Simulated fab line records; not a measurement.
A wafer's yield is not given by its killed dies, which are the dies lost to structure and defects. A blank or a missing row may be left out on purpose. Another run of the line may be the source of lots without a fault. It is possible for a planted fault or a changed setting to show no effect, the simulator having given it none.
Chamber matching :: flow nand_harc :: rie_diel-10 running NHARC_P_ZERO_WELL_DESCUM_39: 4 sister chambers
The step chemistry O2, time 3 s. 4 wafers are shown with their chamber, then 7 later ones without.

WAFERS PAIRED WITH THEIR CHAMBERS
wafer: L148.2
chamber: 0
rf_vpp_V (V): 58.7

wafer: L151.6
chamber: 1
rf_vpp_V (V): 58.1

wafer: L159.1
chamber: 3
rf_vpp_V (V): 57.6

wafer: L159.2
chamber: 2
rf_vpp_V (V): 57.0

WAFERS MISSING THEIR CHAMBER
wafer: L159.5
rf_vpp_V (V): 59.0

wafer: L162.3
rf_vpp_V (V): 56.9

wafer: L162.4
rf_vpp_V (V): 59.5

wafer: L162.6
rf_vpp_V (V): 57.6

wafer: L166.2
rf_vpp_V (V): 57.7

wafer: L166.3
rf_vpp_V (V): 56.5

wafer: L166.5
rf_vpp_V (V): 59.8

THE CHAMBER EACH PASSED THROUGH
wafer: L159.5
from the rows above: can't be placed: 0 or 1 or 3
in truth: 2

wafer: L162.3
from the rows above: can't be placed: 2 or 3 or 1
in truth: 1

wafer: L162.4
from the rows above: can't be placed: 0 or 1 or 3
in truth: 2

wafer: L162.6
from the rows above: can't be placed: 3 or 1 or 2 or 0
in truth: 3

wafer: L166.2
from the rows above: can't be placed: 3 or 1 or 2 or 0
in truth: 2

wafer: L166.3
from the rows above: can't be placed: 2 or 3 or 1
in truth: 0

wafer: L166.5
from the rows above: can't be placed: 0 or 1 or 3
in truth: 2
Correctly placed: 0 of 7. Not placeable from these rows: 7 (in 3, the candidates include the true chamber). Number placed wrongly: 0.
How it was worked out, from the rows above alone: a wafer's distance from a chamber is the root of the sum, over the readings, of the square of ((its reading less the chamber's mean) divided by the reading's scatter). The wafer belongs to the nearest chamber; if the next one is less than 2 further off, it can't be placed. A chamber's mean is the mean of its shown wafers. The scatter: with one shown wafer a chamber, the root of the mean of the squares of how far each hidden wafer lies from its nearest shown one.
